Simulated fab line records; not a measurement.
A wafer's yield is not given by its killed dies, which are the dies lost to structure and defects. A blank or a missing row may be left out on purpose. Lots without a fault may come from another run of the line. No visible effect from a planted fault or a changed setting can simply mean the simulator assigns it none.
Code-filled problem report in 8D (eight disciplines) form -- flow nand harc -- the parts of the form that need people (team, actions taken, sign-off) are left out

== 1. THE PROBLEM ==
cd nm at NHARC_A_M1_CD_MEAS_09 reads a mean of 123.4 nm on 2 wafers of 2 lots; wafers without a fault read 120.3 nm with a standard deviation of 0.67. Measured from the usual mean, that is +4.6 standard deviations.
The step: target cd 120 nm.
Seen first at day 28 14:30 on cd sem-03, wafer L839.4. The record holds 35 wafers of 12 lots with a number at this step. By rule, "out" or "out of limits" means more than 4 standard deviations away from the usual mean. The rest of the wafers with a number are treated as sound.

== 2. WHAT IT IS; WHAT IT IS NOT ==
question,is,is not
which readings at this step,cd nm,-
which lots,"L839, L841","L828, L830, L832, L833, L834, L844, L845, L846, L847, L848"
which wafers of those lots,"L839.4, L841.4","L839.6, L841.1, L841.5"
read on which gauges,"cd sem-01, cd sem-03",cd sem-02
when,from day 28 14:30,"up to then (16 sound wafers); but 17 sound wafers of L841, L844, L845, L846, L847, L848 came after"

== 3. WHAT RULES OUT EACH SUSPECT ==
Counting: if a tool at a process step up to the reading ran every lot that is out, it stays a suspect. Sound lots after the first of them don't rule it out here, since some wafers of a struck lot are sound.
- the gauge at NHARC_A_M1_CD_MEAS_09 is ruled out. The wafers that are out were read on 2 gauges (cd sem-01, cd sem-03).
- litho track-04 at NHARC_A_M1_PEB_07 (peb time 65 s): kept. Ran every lot that is out, first one L839 (day 28 14:25); last sound lot up to then L830 (day 25 00:29).
Remaining after the count: litho track-04 at NHARC_A_M1_PEB_07.

== 4. THE CAUSE (what the simulator had put in) ==
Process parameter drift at NHARC_A_M1_PEB_07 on litho track-04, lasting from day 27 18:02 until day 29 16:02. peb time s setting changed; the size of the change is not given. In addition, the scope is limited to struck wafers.
Only this tool survived the counting.

== 5. THE CHAIN OF EFFECTS, in route order ==
One row per reading whose mean, taken over the struck wafers that have a number, lies over 3 standard deviations from the usual. Only readings whose record carries a usual standard deviation are examined. hours: median over the lots of the time between each lot's start at the first step of this table that gives one and its start at this step. sigmas: the change, counted in usual standard deviations.
hours,step,reading,usual,on struck wafers,change,sigmas
0,NHARC_A_M1_CD_MEAS_09,cd nm,120.3 nm,123.4,+3.1,+4.6
Later steps that measure or inspect, where all struck wafers having a row at the step show a number for every such reading and not one has moved that far: NHARC_END_SORT_01.

== 6. WHAT WOULD HAVE CAUGHT IT SOONER ==
The first out-of-limits reading at a measuring or inspecting step in this record came at day 28 14:30, 20 hours after the fault's start at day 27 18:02.
Of the lots that are out (2), L841 began NHARC_A_M1_PEB_07 on litho track-04 after day 28 14:30. Had the tool been put on hold then, it would have been spared.
